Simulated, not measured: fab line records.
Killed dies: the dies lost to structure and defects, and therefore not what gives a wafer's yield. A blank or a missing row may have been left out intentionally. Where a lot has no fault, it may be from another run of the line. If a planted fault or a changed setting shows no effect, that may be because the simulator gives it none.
Which tool is to blame?	flow n5_finfet	Sampling: 11 lots, 32 wafers, 4 of 1938 route steps

== WHAT THE GAUGES SHOWED, per wafer ==
N5_PASSIVATION_OVL_MEAS_66. Usual: for PASS_OPEN_OVL the level is -1 nm and the standard deviation is 5.8.
lot	measured	on	PASS_OPEN_OVL (nm)	flag
L822	day 13 00:34	overlay-01	1 -1 -4	
L824	day 13 11:19	overlay-02	9 8 8	
L826	day 13 15:37	overlay-02	9 3 2	
L827	day 15 22:47	overlay-01	-6 -1 -1	
L828	day 14 20:16	overlay-01	3 -1 3	
L829	day 15 05:16	overlay-01	-8 -5	
L831	day 15 12:45	overlay-02	11 14 9	
L832	day 15 17:58	overlay-02	-2 -1 3	
L835	day 15 23:25	overlay-01	-7 -21 -8	
L838	day 16 23:46	overlay-02	-4 -5 -2	
L842	day 17 22:55	overlay-01	3 1 -4	

== TOOL THAT RAN EACH LOT (tool first, then ch and the chambers of the sampled wafers, then the start) ==
lot	N5_BEOL_M3_VIA_ETCH_34	N5_MIM_BOT_ETCH_ETCH_00	N5_PASSIVATION_DESCUM_12
L822	rie_diel-05 ch 0,1,2, day 8 00:08	rie_metal-01 ch 0,1, day 12 15:26	rie_diel-06 ch 1,2,3, day 12 18:34
L824	rie_diel-06 ch 2,3, day 8 06:23	rie_metal-02 ch 0,1, day 13 05:22	rie_diel-03 ch 0,2,3, day 13 06:46
L826	rie_diel-05 ch 0,1,2, day 8 16:08	rie_metal-02 ch 0,1, day 13 09:01	rie_diel-03 ch 0,2,3, day 13 12:22
L827	rie_diel-05 ch 0,2,3, day 9 02:26	rie_metal-02 ch 0,1, day 15 17:39	rie_diel-03 ch 0,1,2, day 15 19:43
L828	rie_diel-06 ch 2,3, day 9 19:10	rie_metal-02 ch 0,1, day 14 12:35	rie_diel-06 ch 1,2, day 14 14:17
L829	rie_diel-03 ch 1,3, day 9 23:14	rie_metal-03 ch 0, day 14 21:53	rie_diel-06 ch 1, day 15 01:10
L831	rie_diel-03 ch 0,2,3, day 10 12:23	rie_metal-01 ch 0,1, day 15 07:23	rie_diel-03 ch 0,1,2, day 15 09:02
L832	rie_diel-03 ch 1,2, day 10 15:58	rie_metal-01 ch 1, day 15 12:32	rie_diel-03 ch 2,3, day 15 14:02
L835	rie_diel-03 ch 0,1,2, day 11 02:38	rie_metal-01 ch 1, day 15 15:01	rie_diel-06 ch 0,1, day 15 19:46
L838	rie_diel-03 ch 1,3, day 12 01:49	rie_metal-01 ch 0,1, day 16 18:41	rie_diel-03 ch 1,3, day 16 20:16
L842	rie_diel-05 ch 0,3, day 12 21:45	rie_metal-03 ch 0,1, day 17 15:54	rie_diel-05 ch 0,1,3, day 17 19:10
- N5_BEOL_M3_VIA_ETCH_34: etches the open film in C4F6/O2, target depth 69.4 nm, time 65.9 s.
- N5_MIM_BOT_ETCH_ETCH_00: etches TiN in Cl2/BCl3, target depth 45.5 nm.
- N5_PASSIVATION_DESCUM_12: chemistry O2, time 7.9 s.

== WHAT THE TOOLS THEMSELVES READ (means of the sampled wafers that have a number; where no wafer has one, the mark that the record gives instead) ==
N5_BEOL_M3_VIA_ETCH_34. Usual: O2_flow_sccm 10.002 sccm, standard deviation 0.028; drypump_motor_current_A 5.8 A, standard deviation 0.53; oes_f_703_au 0.78 a.u., standard deviation 0.073; oes_product_au 0.79 a.u., standard deviation 0.081; rf_vpp_V 671 V, standard deviation 10; showerhead_plenum_p_Torr 2.86 Torr, standard deviation 0.1; throttle_valve_pct 30.92 %, standard deviation 0.24.
lot	tool	O2_flow_sccm (sccm)	drypump_motor_current_A (A)	oes_f_703_au (a.u.)	oes_product_au (a.u.)	rf_vpp_V (V)	showerhead_plenum_p_Torr (Torr)	throttle_valve_pct (%)	flag
L822	rie_diel-05	9.999	5.7	0.83	0.83	671	2.83	30.75	
L824	rie_diel-06	10.001	5.8	0.78	0.80	666	2.76	31.00	
L826	rie_diel-05	10.036	5.7	0.82	0.82	672	2.83	30.76	
L827	rie_diel-05	10.030	5.6	0.87	0.89	680	2.93	30.80	
L828	rie_diel-06	10.061	5.6	0.75	0.75	662	2.72	31.11	
L829	rie_diel-03	10.024	5.8	0.73	0.72	660	2.84	30.93	
L831	rie_diel-03	9.990	5.9	0.74	0.74	665	2.87	30.99	
L832	rie_diel-03	9.972	6.1	0.73	0.72	667	2.88	30.95	
L835	rie_diel-03	10.017	6.0	0.74	0.74	669	2.88	31.01	
L838	rie_diel-03	9.992	5.8	0.72	0.71	657	2.83	30.94	
L842	rie_diel-05	9.999	5.7	0.83	0.87	686	2.99	30.65	

N5_MIM_BOT_ETCH_ETCH_00. Usual: drypump_motor_current_A 5.7 A, standard deviation 0.55; he_backside_leak_sccm 3.4 sccm, standard deviation 0.33; oes_product_au 0.76 a.u., standard deviation 0.12; throttle_valve_pct 21.79 %, standard deviation 0.27.
lot	tool	drypump_motor_current_A (A)	he_backside_leak_sccm (sccm)	oes_product_au (a.u.)	throttle_valve_pct (%)	flag
L822	rie_metal-01	5.7	3.2	0.68	22.21	
L824	rie_metal-02	6.0	3.7	0.66	21.66	
L826	rie_metal-02	5.6	3.6	0.66	21.70	
L827	rie_metal-02	6.0	3.3	0.87	21.64	
L828	rie_metal-02	6.1	3.6	0.67	21.65	
L829	rie_metal-03	5.8	3.5	0.90	21.99	
L831	rie_metal-01	5.7	3.9	0.69	21.89	
L832	rie_metal-01	5.6	3.2	0.71	21.57	
L835	rie_metal-01	5.7	3.3	0.70	21.55	
L838	rie_metal-01	5.7	3.2	0.88	22.16	
L842	rie_metal-03	5.5	4.1	0.83	21.96	

N5_PASSIVATION_DESCUM_12. Usual: drypump_motor_current_A 5.8 A, standard deviation 0.47; oes_product_au 0.79 a.u., standard deviation 0.081; rf_vpp_V 243.5 V, standard deviation 1.4; showerhead_plenum_p_Torr 2.11 Torr, standard deviation 0.077; throttle_valve_pct 20.52 %, standard deviation 0.2.
lot	tool	drypump_motor_current_A (A)	oes_product_au (a.u.)	rf_vpp_V (V)	showerhead_plenum_p_Torr (Torr)	throttle_valve_pct (%)	flag
L822	rie_diel-06	5.9	0.81	243.8	2.13	20.52	
L824	rie_diel-03	5.9	0.73	243.6	2.12	20.66	
L826	rie_diel-03	5.9	0.72	244.0	2.11	20.67	
L827	rie_diel-03	6.0	0.80	243.1	2.12	20.61	
L828	rie_diel-06	5.7	0.83	245.3	2.19	20.47	
L829	rie_diel-06	6.4	0.71	244.7	2.16	20.95	
L831	rie_diel-03	6.0	0.81	243.4	2.12	20.59	
L832	rie_diel-03	5.8	0.78	243.9	2.08	20.50	
L835	rie_diel-06	6.0	0.81	243.4	2.13	20.71	
L838	rie_diel-03	5.8	0.69	242.0	2.06	20.55	
L842	rie_diel-05	5.8	0.78	243.9	2.12	20.36	

== THE ANSWER, worked out from the rows above alone ==
Rule: a lot counts as off when the mean over its wafers that have a number is more than 3 standard deviations away from the usual mean. A lot without any number at a reading at which 4 lots or more have one is off too. All remaining lots with rows at the step are treated as sound. After the gauges, taken in route order, come the tools' own readings; for these a lot's mean is taken, as printed above. The first step at which some lot is off is used, and at that step the reading that is off furthest; a lot without a number counts as furthest.
Across all readings shown, no lot is off: no conclusion can be drawn from this.

== WHAT THE SIMULATOR HAD PUT IN ==
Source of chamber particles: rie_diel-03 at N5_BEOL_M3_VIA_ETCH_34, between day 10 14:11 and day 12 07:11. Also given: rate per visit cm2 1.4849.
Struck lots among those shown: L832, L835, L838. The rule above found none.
